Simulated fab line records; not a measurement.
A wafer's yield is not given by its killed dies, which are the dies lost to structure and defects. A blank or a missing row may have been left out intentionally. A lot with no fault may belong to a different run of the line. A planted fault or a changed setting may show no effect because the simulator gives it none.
Which tool was responsible? :: flow nand harc :: Sampling: 6 lots, 18 wafers, 4 of 1159 route steps

WHAT THE GAUGES READ, wafer by wafer
NHARC_A_WL_FILL_INSPECT_15.
lot: L635
measured: day 16 01:08
on: defect inspect-01
raw defect count: 731 430 386

lot: L638
measured: day 17 01:55
on: defect inspect-01
raw defect count: 294 310 230

lot: L649
measured: day 19 12:33
on: defect inspect-02
raw defect count: 2310 2178 2241

lot: L653
measured: day 20 12:58
on: defect inspect-02
raw defect count: 477 319 389

lot: L654
measured: day 21 01:55
on: defect inspect-01
raw defect count: 624 370 428

lot: L656
measured: day 22 11:10
on: defect inspect-02
raw defect count: 291 303 377

WHAT TOOL EACH LOT RAN ON (gives the tool, then ch and the chambers of the sampled wafers, and finally the start)
lot: L635
NHARC_A_WL_FILL_CVD_03: cvd w-02 ch 1, day 15 02:38
NHARC_A_WL_FILL_STRIP_27: plasma asher-01 ch 0,1, day 15 06:18
NHARC_A_WL_FILL_CMP_12: cmp-01 ch 1,2,3, day 16 00:40

lot: L638
NHARC_A_WL_FILL_CVD_03: cvd w-01 ch 0,1, day 15 18:44
NHARC_A_WL_FILL_STRIP_27: plasma asher-01 ch 0,1, day 15 22:31
NHARC_A_WL_FILL_CMP_12: cmp-01 ch 0,2,3, day 17 01:26

lot: L649
NHARC_A_WL_FILL_CVD_03: cvd w-01 ch 0,1, day 18 12:59
NHARC_A_WL_FILL_STRIP_27: plasma asher-01 ch 0,1, day 18 15:21
NHARC_A_WL_FILL_CMP_12: cmp-01 ch 0,2,3, day 19 12:07

lot: L653
NHARC_A_WL_FILL_CVD_03: cvd w-01 ch 1, day 19 11:53
NHARC_A_WL_FILL_STRIP_27: plasma asher-02 ch 0,1, day 19 15:37
NHARC_A_WL_FILL_CMP_12: cmp-04 ch 0,3, day 20 12:29

lot: L654
NHARC_A_WL_FILL_CVD_03: cvd w-01 ch 0,1, day 19 22:44
NHARC_A_WL_FILL_STRIP_27: plasma asher-02 ch 0,1, day 20 01:57
NHARC_A_WL_FILL_CMP_12: cmp-04 ch 1,2,3, day 21 01:27

lot: L656
NHARC_A_WL_FILL_CVD_03: cvd w-02 ch 0, day 21 07:50
NHARC_A_WL_FILL_STRIP_27: plasma asher-02 ch 0,1, day 21 11:52
NHARC_A_WL_FILL_CMP_12: cmp-04 ch 1,2, day 22 10:41
- NHARC_A_WL_FILL_CVD_03: deposits W, target thk 40 nm, time 3302 s.
- NHARC_A_WL_FILL_STRIP_27: strips in N2/H2, time 20 s.
- NHARC_A_WL_FILL_CMP_12: polishes, t overpolish 30 s, target thk 75 nm.

THE ANSWER, worked out from the rows above alone
Rule: the lots themselves supply what counts as usual. The widest of any qualifying gaps counts: lots, ordered by their means at a reading, are off when they make up no more than a third of the lots, leave a main group of 4 or more, and stand apart from it by 3 or more times the standard deviation of that group's means. Not used: any main group whose means are identical at the precision the tables above print for the reading. Also off: a lot with no number at a reading for which 4 or more lots have one. All remaining lots with rows at the step are treated as sound.
Off: L649, at NHARC_A_WL_FILL_INSPECT_15 (raw defect count). The main group has a mean of 397 with a standard deviation of 89.
A tool fits if, at a process step before that reading, it ran every lot that is off, and no sound lot after the first of them. Those tools and the gauges at NHARC_A_WL_FILL_INSPECT_15 are tried in the same way. 2 tools fit, plasma asher-01 at NHARC_A_WL_FILL_STRIP_27 and cmp-01 at NHARC_A_WL_FILL_CMP_12, so this cannot tell which one it is.

WHAT HAD BEEN PUT IN BY THE SIMULATOR
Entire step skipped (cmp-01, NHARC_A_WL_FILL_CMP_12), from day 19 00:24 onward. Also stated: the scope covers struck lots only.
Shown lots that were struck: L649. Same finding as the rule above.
